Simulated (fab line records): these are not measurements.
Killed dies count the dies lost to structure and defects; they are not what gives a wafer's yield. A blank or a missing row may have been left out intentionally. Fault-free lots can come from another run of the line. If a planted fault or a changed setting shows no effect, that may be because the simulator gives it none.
Matching of chambers | flow n5Finfet | rieDiel-01 running N5_DUMMY_GATE_ETCH_42: 4 sister chambers
The step etches SiO2 in CHF3/O2, target depth 3.5 nm, time 31 s. 8 wafers are shown with their chamber, then 8 later ones without.

WAFERS WITH THEIR CHAMBER
wafer  | chamber | showerheadPlenumPTorr (Torr) | drypumpMotorCurrentA (A)
L077.6 | 1       | 2.53                         | 6.3
L081.1 | 2       | 2.32                         | 6.4
L081.5 | 0       | 2.56                         | 5.5
L081.6 | 3       | 2.50                         | 5.7
L083.2 | 2       | 2.32                         | 6.4
L083.5 | 0       | 2.56                         | 5.4
L083.6 | 3       | 2.50                         | 5.7
L086.1 | 1       | 2.52                         | 6.3

WAFERS WHOSE CHAMBER IS MISSING
wafer  | showerheadPlenumPTorr (Torr) | drypumpMotorCurrentA (A)
L086.3 | 2.55                         | 5.5
L086.5 | 2.52                         | 6.3
L088.1 | 2.49                         | 5.7
L088.3 | 2.52                         | 6.3
L088.4 | 2.55                         | 5.5
L089.1 | 2.52                         | 6.3
L089.4 | 2.49                         | 5.7
L089.5 | 2.49                         | 5.7

WHICH CHAMBER EACH ONE RAN IN
wafer  | from the rows above | in truth
L086.3 | 0                   | 0
L086.5 | 1                   | 1
L088.1 | 3                   | 3
L088.3 | 1                   | 1
L088.4 | 0                   | 0
L089.1 | 1                   | 1
L089.4 | 3                   | 3
L089.5 | 3                   | 3
Placed correctly: 8 of 8. Left unplaced by these rows: 0. Placed wrongly: 0.
How it was worked out, from the rows above alone: a wafer's distance from a chamber is the root of the sum, over the readings, of the square of ((its reading less the chamber's mean) divided by the reading's scatter). The wafer belongs to the nearest chamber; if the next one is less than 2 further off, it can't be placed. A chamber's mean is the mean of its shown wafers. The scatter is the square root of a quotient: the sum, over the shown wafers, of each reading's squared deviation from its chamber's mean, divided by wafers minus chambers.
